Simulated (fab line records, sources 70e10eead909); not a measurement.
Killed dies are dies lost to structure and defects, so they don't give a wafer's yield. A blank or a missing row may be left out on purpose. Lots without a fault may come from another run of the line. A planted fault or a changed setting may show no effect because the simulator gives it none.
Which tool did it? | flow nand_harc | 11 lots, 33 wafers sampled, at 4 steps of a route of 1159

WHAT THE GAUGES READ, wafer by wafer
NHARC_P_M1_CD_MEAS_09: target cd 130 nm.
lot  | measured     | on        | cd_nm (nm)
L824 | day 6 20:34  | cd_sem-02 | 130.5 131.2 130.2
L825 | day 6 21:30  | cd_sem-02 | 130.6 130.1 130.8
L828 | day 7 03:15  | cd_sem-02 | 130.5 130.2 131.1
L832 | day 8 08:33  | cd_sem-01 | 130.5 129.7 129.9
L834 | day 8 13:39  | cd_sem-03 | 129.7 130.7 129.4
L836 | day 9 06:53  | cd_sem-01 | 129.3 129.9 129.7
L837 | day 9 19:43  | cd_sem-02 | 131.1 131.3 130.5
L841 | day 10 12:56 | cd_sem-03 | 130.3 130.1 130.3
L843 | day 10 20:43 | cd_sem-02 | 130.6 129.8 130.5
L844 | day 10 21:13 | cd_sem-01 | 130.2 131.5 130.2
L845 | day 11 15:04 | cd_sem-02 | 129.1 129.4 130.0

WHICH TOOL RAN EACH LOT (tool, then ch and the chambers of the sampled wafers, then the start)
lot  | NHARC_P_CONTACT_PVD_32                  | NHARC_P_M0_DESCUM_14               | NHARC_P_M0_ETCH_34
L824 | pvd_sputter-03, day 6 16:41 or earlier  | rie_diel-03 ch 0,1,3, day 6 16:41  | rie_diel-03 ch 0,1,2, day 6 16:45
L825 | pvd_sputter-01, day 6 17:18 or earlier  | rie_diel-03 ch 0,2, day 6 17:18    | rie_diel-03 ch 1,2,3, day 6 17:23
L828 | pvd_sputter-02, day 6 23:13 or earlier  | rie_diel-03 ch 0,1,2, day 6 23:13  | rie_diel-03 ch 1,2,3, day 6 23:18
L832 | pvd_sputter-03, day 8 04:39 or earlier  | rie_diel-03 ch 0,3, day 8 04:39    | rie_diel-03 ch 1,3, day 8 04:45
L834 | pvd_sputter-03, day 8 09:25 or earlier  | rie_diel-03 ch 1,3, day 8 09:25    | rie_diel-03 ch 0,1,3, day 8 09:33
L836 | pvd_sputter-02, day 9 02:59 or earlier  | rie_diel-03 ch 1,2, day 9 02:59    | rie_diel-03 ch 0,1,2, day 9 03:05
L837 | pvd_sputter-02, day 9 15:48 or earlier  | rie_diel-05 ch 0,1,2, day 9 15:48  | rie_diel-05 ch 0,1,3, day 9 15:53
L841 | pvd_sputter-01, day 10 09:04 or earlier | rie_diel-12 ch 0,2,3, day 10 09:04 | rie_diel-12 ch 1,2,3, day 10 09:09
L843 | pvd_sputter-03, day 10 16:49 or earlier | rie_diel-12 ch 0,1,3, day 10 16:49 | rie_diel-12 ch 0,2,3, day 10 16:53
L844 | pvd_sputter-03, day 10 17:13 or earlier | rie_diel-05 ch 0,3, day 10 17:13   | rie_diel-05 ch 1,2, day 10 17:18
L845 | pvd_sputter-02, day 11 11:06 or earlier | rie_diel-05 ch 0,2,3, day 11 11:06 | rie_diel-05 ch 1,2,3, day 11 11:10
- NHARC_P_CONTACT_PVD_32: deposits Ti, target thk 5 nm, time 17.7 s.
- NHARC_P_M0_DESCUM_14: chemistry O2, time 3 s.
- NHARC_P_M0_ETCH_34: etches the open film in N2/H2, target depth 40 nm, overetch 12 nm, time 43.94 s.

THE ANSWER, worked out from the rows above alone
Rule: what is usual is taken from the lots themselves. Put in order of their means at a reading, lots are off if they are a third of the lots or fewer, leave a main group of 4 or more, and stand apart from it by a gap of 3 or more times the standard deviation of the main group's means; of several such gaps the widest counts. A main group whose means are all the same, to the digits that the tables above print for the reading, isn't used. A lot without any number at a reading at which 4 lots or more have one is off too. The other lots that the step has rows for count as sound.
No lot is off at any reading shown: from this, nothing can be told.

WHAT THE SIMULATOR HAD PUT IN
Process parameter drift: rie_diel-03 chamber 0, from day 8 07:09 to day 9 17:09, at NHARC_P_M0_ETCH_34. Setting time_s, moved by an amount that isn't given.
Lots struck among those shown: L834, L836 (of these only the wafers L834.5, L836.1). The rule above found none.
